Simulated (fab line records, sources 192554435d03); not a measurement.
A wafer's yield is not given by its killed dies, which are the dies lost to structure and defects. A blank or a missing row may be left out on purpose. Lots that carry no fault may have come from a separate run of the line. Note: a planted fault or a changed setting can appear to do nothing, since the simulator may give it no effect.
fab line records -- flow n5-finfet
record lots=4, wafers=12, last-day=15
route steps=1938 shown BEOL_M4@1099 BEOL_M5@1112 BEOL_M10@1491 PASSIVATION@1936
lots untouched by any fault: they come from a run of this same line in which no faults occurred
start-h: the number of hours between the record's first day and the start of the first shown wafer of the lot -- wait-h: hours elapsed since this lot's preceding step -- " same as the row above -- L1.1+2: a row that stands for several wafers -- - either no value or no given start -- * or withheld: withheld -- < > ~ a bound
route shown NAME@n: a module of which the file shows steps, and the number in the route of the first -- usual: average and standard deviation across the fault-free wafers -- same: alike in all rows -- chamber/n: place in a boat -- sites: each site's reading -- _std_site: their standard deviation -- _edge_site: mean of outer sites minus mean of inner sites -- radius-mm: how far each site lies from the wafer's centre -- mask NAME#n: copy n -- behind: the tool/chamber that last shaped the wafer -- hold: why the lot went on hold/how many hours it stayed there/how the hold came to an end -- device: transistor that didn't switch, given as n, p or np -- end of line: tests of these same wafers at the route's end -- a step without rows: its recipe alone -- killed: at the first sort, the dies lost to defects and structure; wafer yield is something else -- map: per-die view of a wafer (x killed, . not killed, _ where there is no die)
set.NAME: the setting that was run; set.NAME@STEP: the one run at that earlier step -- model.NAME: the simulator's own value behind a step, which no gauge read
lots at some steps of the route; a table a step, a row a wafer
services: the hour from which a tool's chamber was out of use, counted from the record's first day as start-h (under 0 if before that day), plus the number of hours and why
## steps
# step N5_BEOL_M4_ANNEAL_95
# recipe temp-c=400, time-s=240, ambient=vacuum
# step N5_BEOL_M4_SPUTTER_96
# recipe material=Cu, target-thk-a=45, temp-c=-20, chamber-pressure-pa=0.07, power-w=withheld, time-s=8.29
# step N5_BEOL_M4_ECD_50
# recipe material=Cu, target-thk-a=3000
# step N5_BEOL_M4_ANNEAL_51
# recipe temp-c=225, time-s=90, ambient=N2
# step N5_BEOL_M4_CMP_52
# recipe stop-on=SiOC, t-overpolish-s=6.8, down-force-psi=1, platen-rpm=50, clearing-platen-down-force-psi=1.5, clearing-platen-rpm=50, post-cmp-clean=cu-alkaline, target-thk-nm=40, clearing-platen-pad-velocity-m-s=0.99484, pad-velocity-m-s=0.99484
# step N5_BEOL_M4_PRE_CLEAN_60
# recipe gas=NH3/H2, time-s=15, temp-c=*, rf-power-w=300
# step N5_BEOL_M4_CO_CAP_55
# recipe material=Co, target-thk-a=20, temp-c=200, precursor=CCTBA/H2, pressure-torr=30, time-s=102.1
# step N5_BEOL_M4_PRE_CLEAN_56
# recipe gas=NH3, time-s=15, temp-c=withheld, rf-power-w=300
# step N5_BEOL_M4_DEP_57
# recipe material=SiCN, target-thk-a=80, temp-c=withheld, precursor=3MS/NH3, pressure-torr=3, rf-w=202, time-s=14
# step N5_BEOL_M4_RC_MEAS_101
# usual DIBL_N=36.5/1.4, DIBL_P=36.6/1.6, IOFF_N=0.160/0.024, IOFF_P=0.217/0.029, ION_N=674/8.7, ION_P=464/6.5, SS_N=71.6/0.47, SS_P=73.4/0.57, VT_N=250.0/2.5, VT_P=-250/3.1
lot.wafer,tool,chamber,start-h,wait-h,DIBL_N[mV/V],DIBL_P[mV/V],IOFF_N[nA/um],IOFF_P[nA/um],ION_N[uA/um],ION_P[uA/um],SS_N[mV/dec],SS_P[mV/dec],VT_N[mV],VT_P[mV]
L275.1,prober-01,0,212.81,0.0,38.4,38.6,0.199,0.267,691,474,71.7,73.6,247.0,-245
L275.3,prober-01,0,212.81,0.0,35.3,34.4,0.143,0.201,674,467,71.5,72.9,249.6,-248
L275.4,prober-01,0,212.81,0.0,37.0,36.6,0.163,0.229,667,465,71.8,73.7,250.6,-246
L277.2,prober-01,0,227.36,0.2,36.2,37.3,0.168,0.262,675,478,71.9,73.5,248.0,-241
L277.4,prober-01,0,227.36,0.2,36.3,37.5,0.169,0.257,682,474,71.5,74.0,248.9,-243
L277.6,prober-01,0,227.36,0.2,35.4,36.3,0.145,0.229,664,468,71.2,73.0,249.4,-243
L280.1,prober-02,0,241.98,0.0,39.1,39.7,0.188,0.223,677,455,72.1,74.6,247.6,-252
L280.3,prober-02,0,241.98,0.0,39.1,39.2,0.189,0.209,668,451,72.9,74.4,250.1,-252
L280.4,prober-02,0,241.98,0.0,39.9,40.3,0.212,0.237,677,457,71.9,74.1,246.1,-251
L282.2,prober-01,0,257.61,0.2,36.3,37.0,0.142,0.190,670,462,72.3,73.6,252.4,-254
L282.3,prober-01,0,257.61,0.2,35.1,34.0,0.123,0.161,658,450,71.1,73.2,254.8,-255
L282.6,prober-01,0,257.61,0.2,35.4,35.5,0.130,0.169,669,453,71.5,73.7,253.9,-254
# step N5_BEOL_M5_ILD_DEP_00
# recipe material=SiCOH_lowk, target-thk-a=1406.4, temp-c=300, precursor=DEMS/porogen, pressure-torr=5, rf-w=500, time-s=25.9
# step N5_BEOL_M5_CURE_79
# recipe temp-c=385, time-s=240, ambient=He/Ar, material=SiCOH_lowk
# step N5_BEOL_M5_PECVD_70
# recipe material=SiO2, target-thk-a=160, temp-c=400, precursor=TEOS/O2, pressure-torr=5.5, rf-w=450, teos-flow-sccm=53.8, gas=O2, flow-sccm=3000, time-s=18
# step N5_BEOL_M5_HM_DEP_02
# recipe material=TiN, target-thk-a=200, temp-c=25, chamber-pressure-pa=0.49996
# step N5_BEOL_M5_COAT_59
# recipe resist=SOC, temp-c=250, time-s=60, spin-rpm=1500, resist-thk-nm=60
# step N5_BEOL_M5_COAT_60
# recipe resist=SiARC, temp-c=220, time-s=60, spin-rpm=1500, resist-thk-nm=12
# step N5_BEOL_M5_COAT_71
# recipe resist=underlayer, temp-c=205, time-s=60, spin-rpm=1500, resist-thk-nm=5
# step N5_BEOL_M5_COAT_05
# recipe resist=CAR-EUV, spin-rpm=1500, resist-thk-nm=30
# step N5_BEOL_M5_EBR_07
# recipe solvent=PGMEA, ebr-width-mm=1.5
# step N5_BEOL_M5_SOFTBAKE_06
# recipe temp-c=110, time-s=60, resist=CAR-EUV
# step N5_BEOL_M5_EXPOSE_08
# recipe mask-id=M5, na=0.33, source-shape=annular, sigma-inner=0.4, sigma-outer=0.8, polarization=unpolarized, target-cd-nm=28, dose-mj=35.75
# step N5_BEOL_M5_PEB_09
# recipe peb-temp-c=100, peb-time-s=60, resist=CAR-EUV
# step N5_BEOL_M5_DEVELOP_10
# recipe develop-time-s=30, developer=TMAH, resist=CAR-EUV, rinse-liquid=surfactant-rinse, dry=air-spin, dev-temp-c=23
# step N5_BEOL_M5_DESCUM_16
# recipe chemistry=O2, time-s=7, source-power-w=50, bias-power-w=20, pressure-mtorr=20, rf-frequency-hz=2.712e+07, temp-c=40, resist=CAR-EUV, o2-flow-sccm=225
# step N5_BEOL_M5_ETCH_72
# recipe chemistry=N2/H2, target=underlayer, target-depth-a=65, mask-material=CAR-EUV, time-s=5.2, ion-energy-ev=200, pressure-mtorr=30, source-w=840, bias-w=150, n2-flow-sccm=200, h2-flow-sccm=200, ends=cleared
# step N5_BEOL_M5_ETCH_61
# recipe chemistry=CF4, target=SiARC, target-depth-a=156, mask-material=CAR-EUV, time-s=26, ion-energy-ev=80, pressure-mtorr=40, source-w=545, bias-w=36, Ar_flow_sccm=100, cf4-flow-sccm=100, ends=cleared
# step N5_BEOL_M5_ETCH_62
# recipe chemistry=N2/H2, target=SOC, target-depth-a=750, overetch-a=150, mask-material=SiARC, temp-c=40, time-s=112.5, ion-energy-ev=200, pressure-mtorr=30, source-w=840, bias-w=150, n2-flow-sccm=200, h2-flow-sccm=200
# step N5_BEOL_M5_STRIP_63
# recipe chemistry=N2/H2, temp-c=40, n2-flow-sccm=200, h2-flow-sccm=200, rf-frequency-hz=6e+07
# step N5_BEOL_M5_STRIP_73
# recipe chemistry=N2/H2, temp-c=40, n2-flow-sccm=200, h2-flow-sccm=200, rf-frequency-hz=6e+07
# step N5_BEOL_M5_STRIP_64
# recipe chemistry=CF4, resist=SiARC, power-w=300, bias-power-w=75, pressure-mtorr=50, cf4-flow-sccm=150, rf-frequency-hz=6e+07
# step N5_BEOL_M5_HM_OPEN_17
# recipe chemistry=Cl2/BCl3, target-depth-a=200, overetch-a=60, target=TiN, mask-material=SOC, ion-energy-ev=150, pressure-mtorr=10, icp-w=1000, bias-w=126, Cl2_flow_sccm=53.25, bcl3-flow-sccm=21.75, Ar_flow_sccm=25
# step N5_BEOL_M5_STRIP_19
# recipe chemistry=O2, power-w=400, temp-c=40, pressure-mtorr=30, rf-frequency-hz=6e+07, bias-power-w=0, overash-fraction=0.2, o2-flow-sccm=225
# step N5_BEOL_M5_COAT_65
# recipe resist=SOC, temp-c=250, time-s=60, spin-rpm=1500, resist-thk-nm=60
# step N5_BEOL_M5_COAT_66
# recipe resist=SiARC, temp-c=220, time-s=60, spin-rpm=1500, resist-thk-nm=12
# step N5_BEOL_M10_HM_OPEN_17
# recipe chemistry=Cl2/BCl3, target-depth-a=200, overetch-a=60, target=TiN, mask-material=SOC, ion-energy-ev=150, pressure-mtorr=10, icp-w=1000, bias-w=126, Cl2_flow_sccm=53.25, bcl3-flow-sccm=21.75, Ar_flow_sccm=25
# usual drypump-motor-current-A=5.8/0.41, oes-product-au=0.62/0.052, rf-fwd-power-W=994/3.6, throttle-valve-pct=22.01/0.15
lot.wafer,tool,chamber,start-h,wait-h,drypump-motor-current-A,oes-product-au,rf-fwd-power-W,rf-hours-counter-h,throttle-valve-pct,model.etch.depth-nm,model.SOC_of_BEOL_M10_COAT_59.thk-nm
L275.1,rie-metal-01,1,260.44,0.0,6.5,0.63,993,44,21.70,19.84,92
L275.3,rie-metal-01,1,260.44,0.0,6.5,0.64,997,-,21.70,19.7,92
L275.4,rie-metal-01,0,260.44,0.0,6.0,0.56,993,-,21.96,19.54,92
L277.2,rie-metal-01,0,270.44,0.0,6.0,0.56,992,94,21.96,19.64,92.4
L277.4,rie-metal-01,1,270.44,0.0,6.5,0.55,996,-,21.85,15.2,95.6
L277.6,rie-metal-01,1,270.44,0.0,6.6,0.56,992,-,21.85,15.12,95.6
L280.1,rie-metal-01,0,291.18,0.0,6.0,0.57,988,97,21.98,19.78,92.2
L280.3,rie-metal-01,0,291.18,0.0,6.0,0.49,991,-,22.08,15.29,95.6
L280.4,rie-metal-01,1,291.18,0.0,6.5,0.55,1000,-,21.87,15.08,96
L282.2,rie-metal-02,0,307.75,0.0,5.2,0.72,992,17,21.87,19.75,91.6
L282.3,rie-metal-02,0,307.75,0.0,5.2,0.73,994,-,21.87,19.78,91.8
L282.6,rie-metal-02,1,307.75,0.0,6.0,0.61,997,-,21.98,19.92,91.8
# step N5_BEOL_M10_VIA_ETCH_34
# recipe chemistry=C4F6/O2, target=SiCOH_lowk, target-depth-a=1845, mask-material=SOC, taper-deg=4, time-s=69.2, ion-energy-ev=250, pressure-mtorr=30, source-w=345, bias-w=185, Ar_flow_sccm=300, C4F6_flow_sccm=10, O2_flow_sccm=10
# usual O2_flow_sccm=10.003/0.028, drypump-motor-current-A=5.7/0.44, oes-product-au=0.79/0.081, rf-fwd-power-W=342.5/1.3, rf-vpp-V=663/5.8, showerhead-plenum-p-Torr=2.87/0.1, throttle-valve-pct=20.92/0.23
lot.wafer,tool,chamber,start-h,wait-h,O2_flow_sccm,drypump-motor-current-A,oes-product-au,rf-fwd-power-W,rf-hours-counter-h,rf-vpp-V,showerhead-plenum-p-Torr,throttle-valve-pct
L275.1,rie-diel-01,3,262.14,0.0,9.971,6.2,0.75,345.2,162,670,2.95,20.87
L275.3,rie-diel-01,0,262.14,0.0,9.932,5.6,0.70,343.4,219,658,2.72,21.23
L275.4,rie-diel-01,1,262.14,0.0,9.974,5.6,0.80,344.2,-,672,2.99,20.73
L277.2,rie-diel-01,1,272.54,0.0,10.039,5.6,0.81,342.6,96,672,2.98,20.75
L277.4,rie-diel-01,3,272.54,0.0,10.009,6.2,0.28,343.6,167,670,2.94,20.72
L277.6,rie-diel-01,1,272.54,0.0,9.961,5.6,0.31,341.2,-,673,2.98,20.59
L280.1,rie-diel-01,3,292.02,0.0,9.945,6.2,0.73,342.2,174,669,2.94,20.90
L280.3,rie-diel-01,2,292.02,0.0,9.991,5.0,0.37,341.4,8,656,2.91,20.73
L280.4,rie-diel-01,1,292.02,0.0,9.995,5.6,0.31,342.8,102,671,2.98,20.62
L282.2,rie-diel-06,0,309.28,0.0,10.012,5.7,0.85,341.6,72,665,2.76,20.75
L282.3,rie-diel-06,3,309.28,0.0,9.989,6.4,0.73,341.6,180,663,2.83,21.25
L282.6,rie-diel-06,2,309.28,0.0,10.023,5.4,0.70,343.8,-,662,2.92,21.33
# step N5_BEOL_M10_OCD_MEAS_38
# usual trench-depth-nm=148.8/2.2
lot.wafer,tool,chamber,start-h,wait-h,trench-depth-nm
L275.1,ocd-02,-,262.42,-,149.2
L275.3,ocd-02,-,262.42,-,144.1
L275.4,ocd-02,-,262.42,-,147.4
L277.2,ocd-02,-,272.82,-,149.1
L277.4,ocd-02,-,272.82,-,4.6
L277.6,ocd-02,-,272.82,-,4.0
L280.1,ocd-01,-,292.30,-,148.0
L280.3,ocd-01,-,292.30,-,2.1
L280.4,ocd-01,-,292.30,-,0.1
L282.2,ocd-01,-,309.56,-,151.6
L282.3,ocd-01,-,309.56,-,148.5
L282.6,ocd-01,-,309.56,-,148.9
# step N5_BEOL_M10_CD_MEAS_35
# recipe target-cd-nm=70, polarity=opening
# usual cd-nm=70.2/0.57
lot.wafer,tool,chamber,start-h,wait-h,cd-nm
L275.1,cd-sem-01,-,262.58,0.0,69.1
L275.3,cd-sem-01,-,262.58,0.0,69.5
L275.4,cd-sem-01,-,262.58,0.0,70.1
L277.2,cd-sem-03,-,272.97,0.0,69.2
L277.4,cd-sem-03,-,272.97,0.0,-
L277.6,cd-sem-03,-,272.97,0.0,-
L280.1,cd-sem-02,-,292.55,0.0,70.9
L280.3,cd-sem-02,-,292.55,0.0,-
L280.4,cd-sem-02,-,292.55,0.0,-
L282.2,cd-sem-03,-,309.86,0.0,70.1
L282.3,cd-sem-03,-,309.86,0.0,70.1
L282.6,cd-sem-03,-,309.86,0.0,70.6
# step N5_BEOL_M10_THK_MEAS_53
# recipe thk-meas-gauge=xrf, reads=Cu_of_BEOL_M10_ECD_50
# usual M10_THK=139.5/2.4
lot.wafer,tool,chamber,start-h,wait-h,M10_THK[nm]
L275.1,film-metro-01,-,266.05,-,140.0
L275.3,film-metro-01,-,266.05,-,133.4
L275.4,film-metro-01,-,266.05,-,136.8
L277.2,film-metro-01,-,275.02,-,138.3
L277.4,film-metro-01,-,275.02,-,-
L277.6,film-metro-01,-,275.02,-,-
L280.1,film-metro-02,-,294.79,-,139.8
L280.3,film-metro-02,-,294.79,-,-
L280.4,film-metro-02,-,294.79,-,-
L282.2,film-metro-01,-,313.00,-,141.4
L282.3,film-metro-01,-,313.00,-,139.0
L282.6,film-metro-01,-,313.00,-,138.2
# step N5_PASSIVATION_PROBE_49
# usual defect-limited-yield=91.2/1.4, killed_at_M0_to_M3=34/9.4, killed_at_M4_up=13/5.8, killed-at-contacts=13/6.4, killed-at-front-end=41/11, killed-at-other=3.1/2.3, killed-dies=103/16, killed-on-rim=13/3.4, killed-open=69/12, killed-short=33/7.8, sort_bin_5_function=5.1/0.91, sort_bin_6_memory=3.3/0.63, sort-n-pass=1077/16, sort-yield-pct=91.2/1.4
# same gross-dies=1180, killed-at-back-side=0, sort_bin_4_leakage[%]=0, sort_bin_8_speed[%]=0
lot.wafer,tool,chamber,start-h,wait-h,defect-limited-yield[%],killed_at_M0_to_M3,killed_at_M4_up,killed-at-contacts,killed-at-front-end,killed-at-other,killed-dies,killed-on-rim,killed-open,killed-short,sort_bin_5_function[%],sort_bin_6_memory[%],sort-n-pass,sort-yield-pct[%]
L277.4,prober-01,-,320.50,0.2,3.5,39,1041,14,43,2,1139,150,67,36,93.5,2.7,41,3.5
L277.6,prober-01,-,320.60,0.3,5.3,38,1039,6,34,1,1118,135,45,37,91.7,2.7,62,5.3
L280.3,prober-01,-,343.51,0.1,2.3,26,1084,4,36,3,1153,152,53,31,94.9,2.4,27,2.3
L280.4,prober-01,-,343.56,0.2,0.3,35,1096,11,34,1,1177,152,68,32,96.6,3.1,3,0.3
L282.2,prober-02,-,365.05,0.1,92.1,17,22,18,33,3,93,11,61,31,4.4,3.1,1087,92.1
L282.3,prober-02,-,365.10,0.1,90.4,29,31,16,33,4,113,17,74,38,5.8,3.3,1067,90.4
L282.6,prober-02,-,365.25,0.3,92.8,27,8,18,30,2,85,13,63,22,3.5,3.6,1095,92.8
# killed by level:class
L277.4 BEOL_M10:area-open=1036 STI_FIN_REVEAL:geometric-particle:open=16 BEOL_M2:geometric-particle:open=11 MOL_CONTACT_COAG:geometric-particle:open=9 BEOL_M0_SAQP:geometric-particle:short=8 FIN_SAQP:geometric-particle:short=6 DUMMY_GATE:geometric-particle:open=5 MOL_CONTACT_COAG:geometric-particle:short=5
L277.6 BEOL_M10:area-open=1035 FIN_SAQP:geometric-particle:short=10 BEOL_M1:geometric-particle:open=8 BEOL_M2:geometric-particle:open=8 STI_FIN_REVEAL:geometric-particle:open=6 BEOL_M0_SAQP:geometric-particle:open=5 BEOL_M2:geometric-particle:short=5 STI_FIN_REVEAL:geometric-particle:short=4
L280.3 BEOL_M10:area-open=1068 FIN_SAQP:geometric-particle:short=12 FIN_SAQP:geometric-particle:open=6 STI_FIN_REVEAL:geometric-particle:open=6 BEOL_M0_SAQP:geometric-particle:short=6 BEOL_M4:geometric-particle:open=6 BEOL_M2:geometric-particle:open=5 BEOL_M0_SAQP:geometric-particle:open=4
L280.4 BEOL_M10:area-open=1077 STI_FIN_REVEAL:geometric-particle:open=13 BEOL_M0_SAQP:geometric-particle:short=12 BEOL_M4:geometric-particle:open=10 MOL_CONTACT_COAG:geometric-particle:open=9 BEOL_M0_SAQP:geometric-particle:open=6 DUMMY_GATE:geometric-particle:open=6 BEOL_M2:geometric-particle:open=6
L282.2 MOL_CONTACT_COAG:geometric-particle:open=14 FIN_SAQP:geometric-particle:short=10 BEOL_M4:geometric-particle:open=7 BEOL_M1:geometric-particle:open=6 BEOL_M0_SAQP:geometric-particle:short=5 STI_FIN_REVEAL:geometric-particle:open=5 FIN_SAQP:geometric-particle:open=4 MOL_CONTACT_COAG:geometric-particle:short=4
L282.3 BEOL_M4:geometric-particle:open=13 MOL_CONTACT_COAG:geometric-particle:open=12 BEOL_M0_SAQP:geometric-particle:short=10 DUMMY_GATE:geometric-particle:open=7 BEOL_M0_SAQP:geometric-particle:open=7 BEOL_M4:geometric-particle:short=6 STI_FIN_REVEAL:geometric-particle:open=5 FIN_SAQP:geometric-particle:open=4
L282.6 MOL_CONTACT_COAG:geometric-particle:open=16 STARTING-WAFER:geometric-particle:open=9 STI_FIN_REVEAL:geometric-particle:open=7 BEOL_M0_SAQP:geometric-particle:open=5 BEOL_M1:geometric-particle:short=5 BEOL_M3:geometric-particle:open=5 GATE_CUT:geometric-particle:short=4 BEOL_M1:geometric-particle:open=4
# map L277.4 (x killed, . not)
_________________.xxxxxxxxxxx________________
______________xxxxxxx.xxxxxxxxxx_____________
___________xxxx.xxxxxxxxxxxxxxxxxxx__________
__________xxxxxxxxxxxxxxxxxxxxxxxxxx_________
________xxxxxxxxx.xxxxxxxxxxxxxxxxxxxx_______
_______xxxxxxxxxxxxxxxxxxxxxxxxxxxxxxxx______
______.xxxxxxxxxxxxxxxxxxxxxxxxxxxxxxxxx_____
_____xxxxxxxxx.xxxxxxxxxx.xxxxxxxxxxxxxxx____
____xxxxxxxxxxxxxxxxxxxxxxxxxxxxxxxxxxxxxx___
___xxxx.xxx.x.xxxxxxxxxxxxxxxxxxxxxxxxxxxxx__
___x.xxxxxxxxxxxxxxxxxxxxxxxxxxxxxxxxxxxxxx__
__xxxxxxxxxx.xxxxxxxxxxxxxxxxxxxxxxxxxxxxxxx_
__xxxxxxxxxxxxxxxxxxxxxxxxxxxxxxxxxxxxxxxxxx_
_xxxxxx.xxxx.xxxxxxxxxxxxxxxxxxxxxxxxxxxxxxxx
_xxxxxxxxxxxxxxxxxxxxxxxxxxxxxxxxxxxxxxxxxxxx
_xxxxxxxxxxxxxxxxxx.xxxxxxxxxxxxxxxxxxxxxxxxx
_xxxxxxx.xxxxxx..xxxxxxxxxxxxxxxxxxxxxxxxxxxx
_xxxxxxxxxx.x.xx....xxxxxxxxxxxxxxxxxxxxxxxxx
_xxxxxxxxxx.xxx.xxx.xxxxxxxxxxxxxxxxxxxxxxxxx
_xxxxxxxxxx.xx.xx.xxxxxxxxxxxxxxxxxxxxxxxxxxx
_xxxxxxxxxx.x...xxxxxxxxxxxxxxxxxxxxxxxxxxxxx
__xxxxxxxxxxxx.xxxxxxxxxxxxxx.xxxxxxxxxxxxxx_
__xxxxxxxxxx.xxxxx.xxxxxxxxxxxxxxxxxxxxxxxxx_
___xxxxxxxxxxxxxxxxxxxxxxxxxxxxxxxxxxxxxxxx__
___xxxxxxxxxxxxxxxxxxxxxxxxxxxxxxxxxxxxxxxx__
____xxxxxxxxxxxxxxxxxxxxxxxxxxxxxxxxxxxxxx___
_____xxxxxxxxxxxxxx..xxxxxxxxxxxxxxxxxxxx____
______xxxxxxxxxxxxxxx.xxxxxxxxxxxxxxxxxx_____
_______xxxxxxxxxxxxxxxxxxxxxxxxxxxxxxxx______
________xxxxxxxxxxxxxxxxxxxxxxxxxxxxxx_______
__________xxxxxxxxxxxxxxxxxxxxxxxxxx_________
___________xxxxxxxxxxxxxxxxxxxxxxxx__________
______________xxxxxxxxxxxxxxxxxx_____________
_________________xxxxxxxxxxxx________________
# map L280.4 (x killed, . not)
_________________xxxxxxxxxxxx________________
______________xxxxxxxxxxxxxxxxxx_____________
___________xxxxxxxxxxxxxxxxxxxxxxxx__________
__________xxxxxxxxxxxxxxxxxxxxxxxxxx_________
________xxxxxxxxxxxxxxxxxxxxxxxxxxxxxx_______
_______xxxxxxxxxxxxxxxxxxxxxxxxxxxxxxxx______
______xxxxxxxxxxxxxxxxxxxxxxxxxxxxxxxxxx_____
_____xxxxxxxxxxxxxxxxxxxxxxxxxxxxxxxxxxxx____
____xxxxxxxxxxxxxxxxxxxxxxxxxxxxxxxxxxxxxx___
___xxxxxxxxxxxxxxxxxxxxxxxxxxxxxxxxxxxxxxxx__
___xxxxxxxxxxxxxxxxxxxxxxxxxxxxxxxxxxxxxxxx__
__xxxxxxxxxxxxxxxxxxxxxxxxxxxxxxxxxxxxxxxxxx_
__xxxxxxxxxxxxxxxxxxxxxxxxxxxxxxxxxxxxxxxxxx_
_xxxxxxxxxxxxxxxxxxxxxxxxxxxxxxxxxxxxxxxxxxxx
_xxxxxxxxxxxxxxxxx.xxxxxxxxxxxxxxxxxxxxxxxxxx
_xxxxxxxxxxxxxxxxxxxxxxxxxxxxxxxxxxxxxxxxxxxx
_xxxxxxxxxxxxxxxxxxxxxxxxxxxxxxxxxxxxxxxxxxxx
_xxxxxxxxxxxxxxxxxxxxxxxxxxxxxxxxxxxxxxxxxxxx
_xxxxxxxxxxxxxxxxxxxxxx.xxxxxxxxxxxxxxxxxxxxx
_xxxxxxxxxxxxxxxxxx.xxxxxxxxxxxxxxxxxxxxxxxxx
_xxxxxxxxxxxxxxxxxxxxxxxxxxxxxxxxxxxxxxxxxxxx
__xxxxxxxxxxxxxxxxxxxxxxxxxxxxxxxxxxxxxxxxxx_
__xxxxxxxxxxxxxxxxxxxxxxxxxxxxxxxxxxxxxxxxxx_
___xxxxxxxxxxxxxxxxxxxxxxxxxxxxxxxxxxxxxxxx__
___xxxxxxxxxxxxxxxxxxxxxxxxxxxxxxxxxxxxxxxx__
____xxxxxxxxxxxxxxxxxxxxxxxxxxxxxxxxxxxxxx___
_____xxxxxxxxxxxxxxxxxxxxxxxxxxxxxxxxxxxx____
______xxxxxxxxxxxxxxxxxxxxxxxxxxxxxxxxxx_____
_______xxxxxxxxxxxxxxxxxxxxxxxxxxxxxxxx______
________xxxxxxxxxxxxxxxxxxxxxxxxxxxxxx_______
__________xxxxxxxxxxxxxxxxxxxxxxxxxx_________
___________xxxxxxxxxxxxxxxxxxxxxxxx__________
______________xxxxxxxxxxxxxxxxxx_____________
_________________xxxxxxxxxxxx________________
## services
tool,chamber,start-h,hours,kind
rie-diel-06,1,266.28,23.2,repair
## key
first-sign step=N5_BEOL_M10_VIA_ETCH_34, reading=oes-product-au, direction=down, sigmas=5.8, usual=0.79, struck=0.32
effect step=N5_BEOL_M10_OCD_MEAS_38, reading=trench-depth-nm, direction=down, sigmas=65, usual=148.8, struck=2.7
effect step=N5_BEOL_M10_CD_MEAS_35, reading=cd-nm, direction=missing
effect step=N5_BEOL_M10_THK_MEAS_53, reading=M10_THK, direction=missing
effect step=N5_PASSIVATION_PROBE_49, reading=killed_at_M4_up, direction=up, sigmas=99+, usual=13, struck=1065
model-effect step=N5_BEOL_M10_HM_OPEN_17, value=etch.depth-nm, without=19.51, struck=15.17
more-kills-born-at N5_BEOL_M10_HM_OPEN_17@rie-metal-01=4216
met-at N5_BEOL_M10_HM_OPEN_17
struck-wafers L277.4,L277.6,L280.3,L280.4
later-rows-left-out L277.4,L277.6,L280.3,L280.4
onset-between 260.44 270.44
fault kind=process-parameter-drift, tool=rie-metal-01, chamber=-, onset-h=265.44, steps=N5_BEOL_M10_HM_OPEN_17, channel=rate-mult, offset=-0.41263, shape=step, end-h=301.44, scope=struck-wafers-only
# later-rows-left-out: the simulator's readings of these wafers behind a module that went badly wrong aren't trusted and aren't shown, but for the sort
